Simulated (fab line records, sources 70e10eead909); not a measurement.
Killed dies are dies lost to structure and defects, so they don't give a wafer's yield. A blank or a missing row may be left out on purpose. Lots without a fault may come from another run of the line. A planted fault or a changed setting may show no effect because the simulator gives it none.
fab line records | flow nand_harc | part 1 of 2: steps 1 to 4 of 6
record lots=21 wafers=63 last_day=35
route steps=1302 shown A_STAIRCASE@668
lots that met no fault: from a run of the same line without faults
start_h: hours from the record's first day to the start of the lot's first wafer shown | wait_h: hours since the lot's step before | " the same as in the row above | L1.1+2: a row that stands for several wafers | - no value, or no start given | * or withheld: withheld | < > ~ a bound
route shown NAME@n: a module of which the file shows steps, and the number in the route of the first | usual: mean/standard deviation of fault-free wafers | same: alike in all rows | chamber/n: place in a boat | sites: the reading at each site | _std_site: their standard deviation | _edge_site: outer sites' mean less inner sites' | radius_mm: how far each site lies from the wafer's centre | mask NAME#n: copy n | behind: the tool/chamber that last shaped the wafer | hold: why the lot was held/for how many hours/how that ended | device: the transistor (n, p or np) that didn't switch | end of line: the same wafers' tests at the end of the route | a step without rows: its recipe alone | killed: dies lost to structure and defects at the first sort, not the wafer's yield | map: a wafer's dies, x killed, . not, _ none there
set.NAME: the setting as run; set.NAME@STEP: as run at that earlier step | model.NAME: the simulator's own value behind a step, which no gauge read
steps of the route over a sample of lots; a table a step, a row a wafer
services: from which hour (start_h, from the record's first day; less than 0 if before it) a tool's chamber was out of use, for how many hours, and why
## steps
# step NHARC_A_STAIRCASE_TRIM_12
# recipe time_s=211.2 o2_flow_sccm=500 ar_flow_sccm=0 bias_w=0 chemistry=O2
# usual drypump_motor_current_A=5.7/0.58 oes_product_au=1.001/0.0072 rf_vpp_V=57.6/0.95 showerhead_plenum_p_Torr=3.49/0.14 throttle_valve_pct=17.036/0.009
# columns lot.wafer tool chamber start_h wait_h drypump_motor_current_A oes_product_au rf_hours_counter_h rf_vpp_V showerhead_plenum_p_Torr throttle_valve_pct
L074.2 rie_diel-04 0 349.41 0.1 4.6 1.015 55 58.4 3.78 17.027
L074.3 " 2 " " 5.8 1.003 52 57.3 3.46 17.043
L074.6 " 1 " " 4.9 0.997 - 57.5 3.32 17.039
L075.4 rie_diel-07 2 361.19 0.9 5.9 0.996 23 57.4 3.50 17.044
L075.1 " 1 " " 5.7 0.988 26 57.7 3.46 17.045
L075.5 " 3 " " 6.2 1.000 - 57.0 3.41 17.032
L077.4 rie_diel-07 3 382.02 0.1 6.1 1.009 31 57.8 3.41 17.034
L077.3 " 0 " " 6.5 1.002 31 58.2 3.73 17.045
L077.6 " 3 " " 6.1 1.013 - 58.2 3.41 17.034
L076.1 rie_diel-04 1 382.24 0.1 4.9 0.997 6 57.9 3.32 17.028
L076.4 " 2 " " 5.8 1.017 5 58.4 3.45 17.033
L076.3 " 0 " " 4.6 0.996 8 59.1 3.77 17.046
L078.1 rie_diel-07 1 392.13 0.1 5.7 0.997 37 57.8 3.46 17.018
L078.4 " 2 " " 5.9 0.998 34 56.7 3.49 17.038
L078.6 " 0 " " 6.5 1.001 - 59.0 3.72 17.040
L080.4 rie_diel-07 3 406.75 0.2 6.2 0.997 42 56.6 3.40 17.035
L080.5 " 2 " " 5.9 0.990 - 57.9 3.49 17.027
L080.6 " 3 " " 6.1 1.002 - 56.9 3.40 17.049
L082.2 rie_diel-10 1 418.91 0.1 5.2 1.002 53 55.8 3.41 17.052
L082.4 " 2 " " 6.0 1.005 51 55.8 3.33 17.030
L082.1 " 0 " " 6.3 0.997 53 57.8 3.53 17.037
L081.2 rie_diel-04 2 430.17 0.1 5.8 1.000 18 56.8 3.45 17.035
L081.5 " 2 " " 5.8 0.995 - 56.6 3.45 17.051
L081.6 " 3 " " 6.2 1.003 - 55.4 3.60 17.026
L084.1 rie_diel-10 3 449.31 0.1 5.6 1.002 3 59.2 3.40 17.032
L084.3 " 0 " " 6.3 1.008 4 56.4 3.53 17.045
L084.5 " 3 " " 5.6 0.996 - 57.7 3.40 17.031
L085.2 rie_diel-10 0 464.21 0.1 6.3 1.020 11 57.5 3.53 17.039
L085.3 " 2 " " 5.9 1.009 7 56.3 3.32 17.032
L085.6 " 3 " " 5.6 1.008 - 56.0 3.40 17.064
L086.4 rie_diel-04 2 468.96 0.1 5.8 0.994 35 58.0 3.44 17.036
L086.3 " 3 " " 6.2 0.996 35 56.7 3.59 17.053
L086.5 " 1 " " 5.0 1.008 - 56.3 3.30 17.041
L089.1 rie_diel-07 0 500.27 0.1 6.5 0.998 3 58.7 3.70 17.029
L089.2 " 1 " " 5.7 0.994 3 57.6 3.44 17.045
L089.3 " 2 " " 5.9 0.994 4 58.8 3.48 17.038
L088.1 rie_diel-04 0 500.68 0.1 4.6 0.996 46 58.4 3.75 17.043
L088.4 " 3 " " 6.2 0.996 47 56.4 3.58 17.048
L088.5 " 0 " " 4.6 0.989 - 58.1 3.75 17.042
L090.1 rie_diel-07 0 517.91 0.1 6.5 1.001 8 58.6 3.70 17.032
L090.6 " 3 " " 6.1 0.995 - 56.3 3.39 17.025
L090.5 " 0 " " 6.5 1.006 - 57.3 3.70 17.039
L092.1 rie_diel-07 0 527.92 0.1 6.5 1.006 11 58.4 3.70 17.030
L092.3 " 1 " " 5.7 1.003 11 57.8 3.44 17.050
L092.6 " 3 " " 6.1 1.002 - 57.5 3.38 17.029
L091.4 rie_diel-04 0 528.19 0.1 4.7 0.996 55 60.0 3.74 17.043
L091.3 " 1 " " 5.0 1.004 52 58.0 3.29 17.051
L091.6 " 1 " " 5.0 0.996 - 56.9 3.29 17.053
L094.4 rie_diel-04 1 547.97 0.1 5.0 1.002 1 57.7 3.29 17.030
L094.6 " 0 " " 4.6 1.005 - 57.5 3.74 17.035
L094.5 " 1 " " 4.9 1.005 - 56.6 3.29 17.034
L093.3 rie_diel-04 1 548.15 0.1 4.9 1.005 1 57.8 3.29 17.030
L093.6 " 0 " " 4.6 1.016 - 57.4 3.74 17.034
L093.5 " 1 " " 4.9 1.015 - 58.5 3.29 17.035
L096.1 rie_diel-10 3 566.95 0.1 5.6 1.003 40 57.5 3.38 17.041
L096.2 " 0 " " 6.3 1.005 45 58.1 3.51 17.045
L096.3 " 1 " " 5.2 0.994 49 58.4 3.38 17.028
L095.1 rie_diel-04 3 570.72 0.1 6.2 0.996 8 56.7 3.57 17.039
L095.2 " 1 " " 4.9 1.016 7 57.4 3.29 17.046
L095.5 " 3 " " 6.2 0.996 - 56.9 3.57 17.052
L097.2 rie_diel-07 3 590.88 0.1 6.1 1.003 35 57.7 3.37 17.027
L097.3 " 1 " " 5.7 0.999 29 57.2 3.43 17.027
L097.5 " 3 " " 6.1 1.013 - 58.9 3.37 17.025
# step NHARC_A_STAIRCASE_TRIM_24
# recipe time_s=211.2 o2_flow_sccm=500 ar_flow_sccm=0 bias_w=0 chemistry=O2
# usual drypump_motor_current_A=5.7/0.55 oes_product_au=1.001/0.007 rf_vpp_V=57.6/0.96 showerhead_plenum_p_Torr=3.47/0.14 throttle_valve_pct=17.035/0.0096
# columns lot.wafer tool chamber start_h wait_h drypump_motor_current_A oes_product_au rf_hours_counter_h rf_vpp_V showerhead_plenum_p_Torr throttle_valve_pct
L074.3 rie_diel-04 2 - - 5.8 1.007 54 57.7 3.46 17.036
L074.2 " 3 " " 6.2 1.005 55 57.2 3.61 17.040
L074.6 " 0 " " 4.7 1.010 - 58.2 3.77 17.031
L075.1 rie_diel-07 3 - - 6.2 1.018 24 57.6 3.41 17.043
L075.4 " 2 " " 5.9 1.008 24 58.2 3.50 17.054
L075.5 " 0 " " 6.5 1.016 - 57.8 3.73 17.037
L077.4 rie_diel-07 1 - - 5.7 1.007 33 56.9 3.46 17.031
L077.3 " 3 " " 6.1 1.001 32 57.3 3.41 17.040
L077.6 " 1 " " 5.7 0.998 - 58.7 3.46 17.012
L076.1 rie_diel-10 2 - - 5.9 1.003 37 57.9 3.33 17.032
L076.4 " 1 " " 5.2 1.008 - 56.2 3.42 17.033
L076.3 " 2 " " 6.0 1.004 - 59.2 3.33 17.043
L078.1 rie_diel-07 1 - - 5.7 1.004 38 57.0 3.46 17.045
L078.4 " 0 " " 6.5 1.005 37 59.4 3.72 17.034
L078.6 " 2 " " 5.9 0.986 - 58.5 3.49 17.007
L080.4 rie_diel-04 2 - - 5.8 1.001 14 55.9 3.45 17.038
L080.5 " 3 " " 6.2 1.009 - 56.1 3.60 17.033
L080.6 " 0 " " 4.6 0.996 - 58.6 3.76 17.036
L082.2 rie_diel-07 0 - - 6.5 0.996 48 60.1 3.72 17.074
L082.1 " 1 " " 5.7 0.990 46 58.4 3.45 17.037
L082.4 " 2 " " 5.9 0.990 - 56.9 3.49 17.029
L081.2 rie_diel-10 0 - - 6.4 1.012 0 57.5 3.53 17.033
L081.6 " 3 " " 5.6 0.994 - 55.8 3.40 17.038
L081.5 " 0 " " 6.3 1.004 - 58.6 3.53 17.029
L084.3 rie_diel-10 3 - - 5.5 1.004 4 58.1 3.40 17.038
L084.1 " 2 " " 6.0 1.009 4 57.6 3.32 17.044
L084.5 " 3 " " 5.5 0.995 - 57.7 3.40 17.040
L085.2 rie_diel-04 3 - - 6.2 0.993 34 58.9 3.59 17.021
L085.3 " 0 " " 4.6 0.991 36 58.6 3.75 17.042
L085.6 " 2 " " 5.7 1.001 - 57.5 3.44 17.039
L086.4 rie_diel-10 3 - - 5.6 0.999 10 57.1 3.40 17.031
L086.3 " 1 " " 5.2 0.991 12 58.1 3.40 17.036
L086.5 " 3 " " 5.6 1.000 - 57.5 3.40 17.034
L088.1 rie_diel-04 0 - - 4.6 1.002 47 58.7 3.75 17.029
L088.4 " 1 " " 4.9 0.998 45 56.3 3.30 17.048
L088.5 " 1 " " 5.0 1.004 - 57.3 3.30 17.016
L089.2 rie_diel-10 1 - - 5.2 0.992 21 57.6 3.40 17.015
L089.1 " 2 " " 6.0 0.999 15 57.2 3.32 17.047
L089.3 " 0 " " 6.2 0.997 22 58.8 3.52 17.029
L090.1 rie_diel-04 3 - - 6.2 1.000 54 58.1 3.58 17.038
L090.5 " 2 " " 5.7 1.009 - 56.7 3.43 17.035
L090.6 " 3 " " 6.2 1.007 - 59.1 3.58 17.032
L091.3 rie_diel-04 1 - - 5.0 1.006 53 58.2 3.29 17.038
L091.4 " 2 " " 5.8 1.008 57 57.0 3.42 17.050
L091.6 " 3 " " 6.2 1.003 - 57.5 3.57 17.039
L092.3 rie_diel-04 1 - - 5.0 0.996 53 58.1 3.29 17.040
L092.1 " 2 " " 5.8 1.001 57 57.5 3.42 17.049
L092.6 " 1 " " 4.9 1.003 - 57.0 3.29 17.028
L094.4 rie_diel-04 2 - - 5.8 1.001 2 57.6 3.42 17.020
L094.6 " 1 " " 5.0 1.003 - 56.5 3.29 17.050
L094.5 " 2 " " 5.8 1.001 - 58.6 3.42 17.017
L093.3 rie_diel-10 1 - - 5.2 0.998 43 58.9 3.39 17.040
L093.5 " 2 " " 6.0 1.000 - 56.8 3.31 17.027
L093.6 " 3 " " 5.6 1.006 - 58.1 3.38 17.036
L096.1 rie_diel-10 3 - - 5.6 0.998 41 58.5 3.38 17.037
L096.3 " 0 " " 6.3 0.998 46 56.8 3.51 17.028
L096.2 " 1 " " 5.2 0.991 49 58.2 3.38 17.026
L095.1 rie_diel-10 3 - - 5.6 1.002 42 57.4 3.38 17.038
L095.2 " 0 " " 6.3 1.016 47 57.3 3.51 17.045
L095.5 " 3 " " 5.6 1.010 - 57.0 3.38 17.048
L097.2 rie_diel-07 3 - - 6.1 1.000 36 54.9 3.37 17.030
L097.3 " 0 " " 6.5 1.012 27 60.5 3.69 17.032
L097.5 " 2 " " 5.9 1.006 - 56.3 3.46 17.039
# step NHARC_A_STAIRCASE_TRIM_26
# recipe time_s=211.2 o2_flow_sccm=500 ar_flow_sccm=0 bias_w=0 chemistry=O2
# usual drypump_motor_current_A=5.7/0.56 oes_product_au=1.002/0.0075 rf_vpp_V=57.7/0.83 showerhead_plenum_p_Torr=3.48/0.14 throttle_valve_pct=17.035/0.0075
# columns lot.wafer tool chamber start_h wait_h drypump_motor_current_A oes_product_au rf_hours_counter_h rf_vpp_V showerhead_plenum_p_Torr throttle_valve_pct
L074.3 rie_diel-04 3 - - 6.2 1.014 55 56.1 3.61 17.029
L074.2 " 1 " " 5.0 1.006 53 57.6 3.32 17.026
L074.6 " 3 " " 6.2 1.004 - 58.6 3.61 17.033
L075.4 rie_diel-07 0 - - 6.5 1.007 28 57.2 3.73 17.043
L075.1 " 3 " " 6.1 1.006 24 57.9 3.41 17.042
L075.5 " 1 " " 5.7 1.003 - 58.0 3.46 17.028
L077.3 rie_diel-07 3 - - 6.0 1.008 32 57.8 3.41 17.033
L077.4 " 1 " " 5.7 1.004 33 57.5 3.46 17.034
L077.6 " 3 " " 6.1 1.011 - 58.2 3.41 17.033
L076.1 rie_diel-10 1 - - 5.2 1.003 42 57.9 3.42 17.043
L076.3 " 2 " " 6.0 1.007 - 56.3 3.33 17.030
L076.4 " 1 " " 5.2 1.007 - 57.4 3.42 17.038
L078.1 rie_diel-07 0 - - 6.5 1.010 37 58.2 3.72 17.037
L078.4 " 1 " " 5.7 0.996 38 57.5 3.46 17.029
L078.6 " 0 " " 6.5 0.999 - 57.7 3.72 17.019
L080.4 rie_diel-04 3 - - 6.2 0.996 18 57.1 3.60 17.040
L080.5 " 0 " " 4.6 0.995 - 58.9 3.76 17.048
L080.6 " 1 " " 4.9 0.994 - 58.0 3.31 17.044
L082.1 rie_diel-07 1 - - 5.7 1.002 46 58.5 3.45 17.045
L082.2 " 2 " " 5.9 0.989 47 58.8 3.49 17.024
L082.4 " 1 " " 5.7 1.014 - 58.3 3.45 17.031
L081.2 rie_diel-10 0 - - 6.3 0.997 1 57.4 3.53 17.046
L081.6 " 1 " " 5.2 0.999 - 57.3 3.41 17.036
L081.5 " 2 " " 6.0 1.003 - 58.5 3.33 17.049
L084.3 rie_diel-10 3 - - 5.6 1.003 4 58.1 3.40 17.027
L084.1 " 0 " " 6.3 1.012 4 56.3 3.53 17.042
L084.5 " 0 " " 6.3 1.001 - 57.8 3.53 17.035
L085.3 rie_diel-04 0 - - 4.7 0.990 37 58.6 3.75 17.038
L085.2 " 1 " " 4.9 0.991 36 57.1 3.30 17.018
L085.6 " 0 " " 4.6 1.000 - 59.0 3.75 17.044
L086.3 rie_diel-10 0 - - 6.3 0.993 13 59.4 3.52 17.017
L086.4 " 1 " " 5.2 0.988 12 58.0 3.40 17.037
L086.5 " 0 " " 6.3 1.010 - 57.2 3.52 17.032
L088.1 rie_diel-04 1 - - 5.0 0.996 45 58.0 3.30 17.037
L088.4 " 0 " " 4.6 0.995 47 58.5 3.75 17.047
L088.5 " 2 " " 5.8 1.001 - 58.4 3.43 17.043
L089.2 rie_diel-10 0 - - 6.3 1.007 22 57.2 3.52 17.042
L089.3 " 1 " " 5.2 1.009 22 58.2 3.40 17.023
L089.1 " 2 " " 6.0 1.012 16 57.5 3.32 17.039
L090.1 rie_diel-04 1 - - 4.9 0.996 49 57.0 3.29 17.041
L090.6 " 0 " " 4.6 0.995 - 57.8 3.74 17.035
L090.5 " 1 " " 5.0 0.993 - 56.1 3.29 17.028
L091.3 rie_diel-04 0 - - 4.6 1.005 56 58.6 3.74 17.035
L091.4 " 1 " " 4.9 0.996 53 57.6 3.29 17.030
L091.6 " 0 " " 4.6 0.993 - 59.1 3.74 17.034
L092.1 rie_diel-04 1 - - 5.0 0.992 53 56.9 3.29 17.037
L092.3 " 2 " " 5.8 0.995 58 57.5 3.42 17.031
L092.6 " 3 " " 6.2 1.000 - 58.3 3.57 17.032
L094.4 rie_diel-04 1 - - 4.9 0.995 2 57.2 3.29 17.027
L094.5 " 1 " " 4.9 0.995 - 57.2 3.29 17.036
L094.6 " 2 " " 5.7 0.993 - 58.3 3.42 17.038
L093.3 rie_diel-10 1 - - 5.2 1.000 43 57.7 3.39 17.024
L093.5 " 0 " " 6.3 1.000 - 57.2 3.51 17.045
L093.6 " 1 " " 5.2 0.997 - 58.4 3.39 17.024
L096.2 rie_diel-10 3 - - 5.6 0.999 41 56.7 3.38 17.035
L096.3 " 0 " " 6.2 1.010 46 57.9 3.51 17.048
L096.1 " 1 " " 5.2 1.006 49 56.8 3.38 17.043
L095.2 rie_diel-10 3 - - 5.6 1.011 42 57.1 3.38 17.026
L095.1 " 2 " " 5.9 1.005 48 57.3 3.30 17.038
L095.5 " 0 " " 6.3 1.010 - 58.2 3.51 17.025
L097.2 rie_diel-07 0 - - 6.5 1.007 27 58.8 3.69 17.028
L097.3 " 2 " " 5.9 0.992 33 57.3 3.46 17.023
L097.5 " 3 " " 6.1 1.017 - 56.7 3.37 17.036
# step NHARC_A_STAIRCASE_TRIM_220
# recipe time_s=211.2 o2_flow_sccm=500 ar_flow_sccm=0 bias_w=0 chemistry=O2
# usual drypump_motor_current_A=5.8/0.52 oes_product_au=1.000/0.0077 rf_vpp_V=57.7/0.89 showerhead_plenum_p_Torr=3.47/0.13 throttle_valve_pct=17.037/0.0087
# columns lot.wafer tool chamber start_h wait_h drypump_motor_current_A oes_product_au rf_hours_counter_h rf_vpp_V showerhead_plenum_p_Torr throttle_valve_pct
L074.2 rie_diel-07 1 363.75 0.2 5.7 1.005 28 58.1 3.46 17.048
L074.3 " 2 " " 5.9 0.996 25 58.6 3.50 17.022
L074.6 " 3 " " 6.2 1.013 - 58.1 3.41 17.035
L075.1 rie_diel-10 1 369.63 0.1 5.2 1.002 38 57.1 3.42 17.043
L075.4 " 1 " " 5.2 0.990 - 58.7 3.42 17.022
L075.5 " 0 " " 6.2 0.994 - 58.5 3.54 17.049
L077.3 rie_diel-10 0 389.72 0.1 6.3 0.993 42 57.3 3.54 17.032
L077.6 " 1 " " 5.2 0.990 - 58.1 3.42 17.027
L077.4 " 2 " " 6.0 0.993 - 58.5 3.33 17.035
L076.1 rie_diel-07 3 390.31 0.1 6.1 1.022 34 57.5 3.41 17.044
L076.4 " 0 " " 6.5 1.007 35 58.4 3.72 17.034
L076.3 " 1 " " 5.7 1.011 36 58.4 3.46 17.024
L078.4 rie_diel-10 1 399.81 0.1 5.2 1.005 48 57.4 3.41 17.034
L078.1 " 2 " " 6.0 1.012 43 56.6 3.33 17.029
L078.6 " 3 " " 5.6 1.005 - 56.9 3.41 17.033
L080.4 rie_diel-10 3 416.23 0.1 5.6 1.005 33 56.9 3.40 17.038
L080.6 " 3 " " 5.6 1.005 - 57.0 3.40 17.038
L080.5 " 0 " " 6.3 0.996 - 56.3 3.53 17.037
L082.1 rie_diel-07 2 426.94 0.1 5.9 1.003 49 56.9 3.49 17.027
L082.2 " 0 " " 6.5 1.011 50 57.1 3.71 17.033
L082.4 " 1 " " 5.7 1.003 - 58.8 3.45 17.037
L081.2 rie_diel-10 1 437.67 0.1 5.2 0.993 1 58.2 3.41 17.034
L081.5 " 2 " " 5.9 1.003 - 56.4 3.33 17.037
L081.6 " 3 " " 5.6 1.007 - 59.1 3.40 17.032
L084.1 rie_diel-07 0 456.74 0.1 6.5 1.004 59 57.6 3.71 17.045
L084.3 " 1 " " 5.7 1.002 58 57.5 3.45 17.037
L084.5 " 0 " " 6.5 0.995 - 58.4 3.71 17.028
L085.3 rie_diel-04 0 471.87 0.1 4.6 0.988 39 58.7 3.75 17.026
L085.2 " 1 " " 4.9 0.988 39 55.4 3.30 17.026
L085.6 " 3 " " 6.2 0.994 - 58.3 3.59 17.030
L086.4 rie_diel-04 1 477.51 0.1 4.9 0.991 40 57.7 3.30 17.036
L086.3 " 3 " " 6.2 0.994 38 59.4 3.59 17.041
L086.5 " 1 " " 5.0 0.994 - 56.7 3.30 17.038
L089.2 rie_diel-10 0 508.27 0.1 6.3 0.996 24 57.8 3.52 17.032
L089.1 " 1 " " 5.2 0.998 23 58.1 3.40 17.032
L089.3 " 2 " " 6.0 0.993 17 57.9 3.32 17.022
L088.1 rie_diel-07 2 509.33 0.1 5.9 0.985 7 58.7 3.47 17.035
L088.4 " 3 " " 6.1 0.992 7 57.0 3.39 17.028
L088.5 " 1 " " 5.7 0.998 - 56.9 3.44 17.034
L090.1 rie_diel-07 1 525.42 0.1 5.7 0.988 10 57.5 3.44 17.034
L090.6 " 1 " " 5.7 1.000 - 58.5 3.44 17.050
L090.5 " 2 " " 5.9 0.987 - 58.1 3.47 17.040
L091.4 rie_diel-10 1 537.80 0.1 5.2 0.996 38 58.4 3.39 17.034
L091.3 " 3 " " 5.5 1.005 28 56.8 3.39 17.027
L091.6 " 0 " " 6.3 0.993 - 58.1 3.51 17.062
L092.1 rie_diel-07 2 537.83 0.1 5.9 0.994 17 57.9 3.47 17.050
L092.3 " 3 " " 6.1 1.005 20 58.3 3.38 17.036
L092.6 " 3 " " 6.1 0.993 - 56.7 3.38 17.027
L094.4 rie_diel-10 3 555.62 0.1 5.5 1.000 35 58.4 3.38 17.028
L094.6 " 1 " " 5.2 0.997 - 57.6 3.39 17.025
L094.5 " 2 " " 6.0 1.004 - 56.8 3.31 17.033
L093.3 rie_diel-04 1 556.13 0.1 4.9 1.009 3 57.0 3.29 17.034
L093.6 " 1 " " 5.0 1.016 - 56.4 3.29 17.036
L093.5 " 2 " " 5.8 1.006 - 58.1 3.42 17.021
L096.2 rie_diel-10 0 574.48 0.1 6.3 0.998 48 56.5 3.51 17.042
L096.3 " 2 " " 5.9 1.013 48 57.9 3.30 17.039
L096.1 " 3 " " 5.6 1.002 42 57.5 3.38 17.027
L095.2 rie_diel-10 3 580.28 0.1 5.6 0.996 45 57.8 3.38 17.040
L095.1 " 0 " " 6.3 1.005 50 57.4 3.50 17.037
L095.5 " 0 " " 6.4 0.998 - 57.2 3.50 17.027
L097.2 rie_diel-04 1 599.59 0.1 4.9 1.008 18 56.7 3.28 17.026
L097.3 " 2 " " 5.8 1.010 20 55.5 3.41 17.055
L097.5 " 0 " " 4.6 1.017 - 57.6 3.73 17.036
